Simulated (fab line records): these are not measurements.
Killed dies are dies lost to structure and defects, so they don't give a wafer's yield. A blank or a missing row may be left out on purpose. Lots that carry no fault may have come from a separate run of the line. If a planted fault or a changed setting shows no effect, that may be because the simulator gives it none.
Chamber matching | flow nand_harc | NHARC_A_M1_DESCUM_14 on rie_diel-07: 4 sister chambers
The step chemistry O2, time 3 s. 14 wafers are shown with their chamber, then 7 later ones without.

== WAFERS, EACH WITH ITS CHAMBER ==
wafer  | chamber | oes_product_au (a.u.) | rf_vpp_V (V) | throttle_valve_pct (%)
L076.1 | 3       | 0.989                 | 59.2         | 11.320
L076.2 | 1       | 0.986                 | 58.8         | 11.314
L076.5 | 3       | 1.002                 | 58.4         | 11.293
L082.2 | 2       | 1.000                 | 58.6         | 11.320
L082.5 | 2       | 0.994                 | 57.3         | 11.303
L082.6 | 3       | 0.991                 | 58.0         | 11.318
L085.2 | 3       | 1.002                 | 59.0         | 11.308
L085.3 | 2       | 1.006                 | 57.6         | 11.302
L085.6 | 2       | 0.989                 | 57.9         | 11.333
L086.2 | 0       | 1.008                 | 56.9         | 11.295
L086.3 | 1       | 0.985                 | 58.8         | 11.317
L086.4 | 3       | 0.994                 | 57.4         | 11.322
L087.2 | 0       | 0.997                 | 58.6         | 11.307
L087.4 | 2       | 0.995                 | 57.7         | 11.299

SIGNATURES (averages over the wafers above)
reading            | chamber 0 | chamber 1 | chamber 2 | chamber 3 | scatter within a chamber
oes_product_au     | 1.00250   | 0.98550   | 0.99680   | 0.99560   | 0.00614
rf_vpp_V           | 57.750    | 58.800    | 57.820    | 58.400    | 0.675
throttle_valve_pct | 11.30100  | 11.31550  | 11.31140  | 11.31220  | 0.0123
Rule: distance of a wafer from a chamber = root of the sum over the readings of ((wafer's reading minus chamber's mean) / reading's scatter) squared. If the next closest chamber is less than 2 further off than the closest, the wafer can't be placed; otherwise it belongs to the closest. The scatter: take each reading less its chamber's mean, square it, sum over the shown wafers, divide by the number of wafers less the number of chambers, and take the root.

== WAFERS WHOSE CHAMBER IS MISSING ==
wafer  | oes_product_au (a.u.) | rf_vpp_V (V) | throttle_valve_pct (%)
L087.5 | 1.000                 | 57.5         | 11.324
L088.3 | 0.996                 | 56.7         | 11.314
L088.5 | 1.005                 | 58.5         | 11.321
L088.6 | 0.984                 | 57.7         | 11.319
L095.1 | 0.992                 | 56.3         | 11.306
L095.2 | 0.995                 | 59.4         | 11.326
L095.6 | 1.000                 | 58.6         | 11.309

== EACH ONE'S CHAMBER ==
wafer  | from the rows above               | in truth
L087.5 | can't be placed: 2 or 3 or 0 or 1 | 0
L088.3 | can't be placed: 2 or 0 or 3 or 1 | 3
L088.5 | can't be placed: 3 or 2 or 0 or 1 | 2
L088.6 | can't be placed: 1 or 2 or 3 or 0 | 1
L095.1 | can't be placed: 2 or 0 or 3 or 1 | 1
L095.2 | can't be placed: 3 or 1 or 2 or 0 | 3
L095.6 | can't be placed: 3 or 2 or 0 or 1 | 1
Correctly placed: 0 of 7. These rows do not allow placing 7 (true chamber among the candidates in 7). Placed wrongly: 0.
